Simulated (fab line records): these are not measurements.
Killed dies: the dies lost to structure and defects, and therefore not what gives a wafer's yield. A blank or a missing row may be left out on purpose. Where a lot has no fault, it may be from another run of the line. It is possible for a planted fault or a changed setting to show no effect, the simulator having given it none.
The tool behind it: which one? | flow nand_harc | 11 lots, 33 wafers sampled, at 2 steps of a route of 1159

== WHAT EACH GAUGE READ, for each wafer ==
NHARC_P_ZERO_WELL_CD_MEAS_11: target cd 500 nm. Usual: cd_nm reads 501.7 nm (standard deviation 1.8).
lot  | measured    | on        | cd_nm (nm)        | flag
L891 | day 1 19:26 | cd_sem-01 | 504.2 502.2 501.4 |
L892 | day 2 01:14 | cd_sem-03 | 499.9 501.4 502.0 |
L893 | day 2 07:14 | cd_sem-01 | 501.9 499.6 503.5 |
L894 | day 2 13:14 | cd_sem-02 | 500.5 502.4 504.7 |
L896 | day 3 01:14 | cd_sem-03 | 503.0 502.9 502.4 |
L902 | day 4 13:22 | cd_sem-01 | 490.8 489.7 489.5 | OFF
L904 | day 5 01:10 | cd_sem-02 | 492.1 490.7 492.2 | OFF
L907 | day 5 19:51 | cd_sem-02 | 502.3 501.3 502.3 |
L908 | day 6 01:07 | cd_sem-01 | 500.1 499.7 503.0 |
L912 | day 7 01:14 | cd_sem-02 | 504.1 500.7 501.9 |
L913 | day 7 07:15 | cd_sem-01 | 503.5 505.4 502.9 |

== WHAT TOOL EACH LOT RAN ON (gives the tool, then ch and the chambers of the sampled wafers, and finally the start) ==
lot  | NHARC_P_ZERO_WELL_SOFTBAKE_06
L891 | litho_track-02 ch 0, day 1 19:00
L892 | litho_track-07 ch 0, day 2 00:00
L893 | litho_track-02 ch 0, day 2 06:00
L894 | litho_track-02 ch 0, day 2 12:00
L896 | litho_track-02 ch 0, day 3 00:00
L902 | litho_track-03 ch 0, day 4 12:00
L904 | litho_track-03 ch 0, day 5 00:00
L907 | litho_track-02 ch 0, day 5 19:00
L908 | litho_track-07 ch 0, day 6 00:00
L912 | litho_track-07 ch 0, day 7 00:00
L913 | litho_track-07 ch 0, day 7 06:00
- NHARC_P_ZERO_WELL_SOFTBAKE_06: time 70 s.

== WHAT THE TOOLS THEMSELVES READ (means of the sampled wafers that have a number; where no wafer has one, the mark that the record gives instead) ==
NHARC_P_ZERO_WELL_SOFTBAKE_06. Usual: exhaust_pa 45.3 Pa, standard deviation 0.92; heater_power_total_W 200.9 W, standard deviation 1.4.
lot  | tool           | exhaust_pa (Pa) | heater_power_total_W (W) | flag
L891 | litho_track-02 | 45.6            | 201.5                    |
L892 | litho_track-07 | 46.1            | 199.3                    |
L893 | litho_track-02 | 47.1            | 200.9                    |
L894 | litho_track-02 | 46.7            | 201.4                    |
L896 | litho_track-02 | 46.2            | 201.1                    |
L902 | litho_track-03 | 45.3            | 187.7                    | OFF
L904 | litho_track-03 | 44.1            | 187.6                    | OFF
L907 | litho_track-02 | 44.5            | 200.5                    |
L908 | litho_track-07 | 45.0            | 200.3                    |
L912 | litho_track-07 | 44.9            | 201.2                    |
L913 | litho_track-07 | 45.8            | 201.7                    |

== THE ANSWER, worked out from the rows above alone ==
Rule: lot off if the mean of its wafers having a number is beyond 3 standard deviations from the usual mean. Also off: a lot with no number at a reading for which 4 or more lots have one. All remaining lots with rows at the step are treated as sound. The gauges are gone through in route order, then the tools' own readings, and for those a lot's mean is taken as printed above. The first step at which some lot is off is used, and at that step the reading that is off furthest; a lot without a number counts as furthest.
Off at NHARC_P_ZERO_WELL_CD_MEAS_11 (cd_nm): L902, L904.
If a tool, at a process step before that reading, ran all the lots that are off and no sound lot after the first of them, it fits. The gauges at NHARC_P_ZERO_WELL_CD_MEAS_11 aren't tried: what is off there is off at NHARC_P_ZERO_WELL_SOFTBAKE_06 too, on other tools, and a gauge's error can't cause that. One candidate fits, namely litho_track-03 at NHARC_P_ZERO_WELL_SOFTBAKE_06. It ran no sound lot before its first lot that is off in this sample, so the start can't be narrowed down.
The tool's own readings at NHARC_P_ZERO_WELL_SOFTBAKE_06 bear it out: on the lots that are off they differ by more than 5 times the standard deviation of the sound lots' means. heater_power_total_W reads 187.6 W there against 200.9 W on the sound lots.

== WHAT THE SIMULATOR PUT IN ==
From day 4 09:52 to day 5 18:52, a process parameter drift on litho_track-03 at NHARC_P_ZERO_WELL_SOFTBAKE_06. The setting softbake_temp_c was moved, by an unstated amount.
Lots struck among those shown: L902, L904. The rule above reached the same finding.
